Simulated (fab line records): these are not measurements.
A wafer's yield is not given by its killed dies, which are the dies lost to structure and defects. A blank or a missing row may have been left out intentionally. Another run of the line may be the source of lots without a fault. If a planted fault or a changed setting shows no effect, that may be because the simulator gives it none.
Matching of chambers    flow n5-finfet    N5_BEOL_M0_SAQP_HM_DEP_111 on pecvd-04: 3 sister chambers
The step deposits SiO2 from SiH4/N2O, target thk 12 nm, time 7.2 s. 14 wafers are shown with their chamber, then 7 later ones without.

== EACH WAFER AND ITS CHAMBER ==
wafer   chamber  showerhead-plenum-p-Torr (Torr)  heater-power-w (W)
L075.3  1        8.21                             731
L075.4  1        8.21                             729
L075.5  0        8.39                             653
L077.3  2        8.11                             674
L077.4  1        8.21                             620
L077.6  0        8.40                             632
L079.1  0        8.38                             598
L079.2  1        8.21                             668
L079.4  2        8.12                             815
L083.1  2        8.12                             714
L083.4  0        8.39                             612
L083.5  1        8.21                             679
L089.4  2        8.12                             801
L089.5  0        8.38                             566

SIGNATURES, as means of the wafers listed above
reading                   chamber 0  chamber 1  chamber 2  scatter within a chamber
showerhead-plenum-p-Torr  8.3880     8.2100     8.1175     0.00568
heater-power-w            612.20     685.40     751.00     49.4
Rule: for each reading, subtract the chamber's mean from the wafer's reading, divide by that reading's scatter and square the result; add these up over the readings and take the root, which gives the wafer's distance from the chamber. The wafer belongs to the nearest chamber; if the next one is less than 2 further off, it can't be placed. The scatter is the square root of a quotient: the sum, over the shown wafers, of each reading's squared deviation from its chamber's mean, divided by wafers minus chambers.

== WAFERS WITH NO CHAMBER GIVEN ==
wafer   showerhead-plenum-p-Torr (Torr)  heater-power-w (W)
L089.6  8.23                             674
L088.2  8.13                             810
L088.5  8.40                             614
L088.6  8.11                             828
L096.2  8.09                             820
L096.4  8.39                             629
L096.6  8.14                             814

== THE CHAMBER EACH PASSED THROUGH ==
wafer   from the rows above  in truth
L089.6  1                    1
L088.2  2                    2
L088.5  0                    0
L088.6  2                    2
L096.2  2                    2
L096.4  0                    0
L096.6  2                    2
Placed correctly: 7 of 7. Can't be placed from these rows: 0. Wrongly placed: 0.
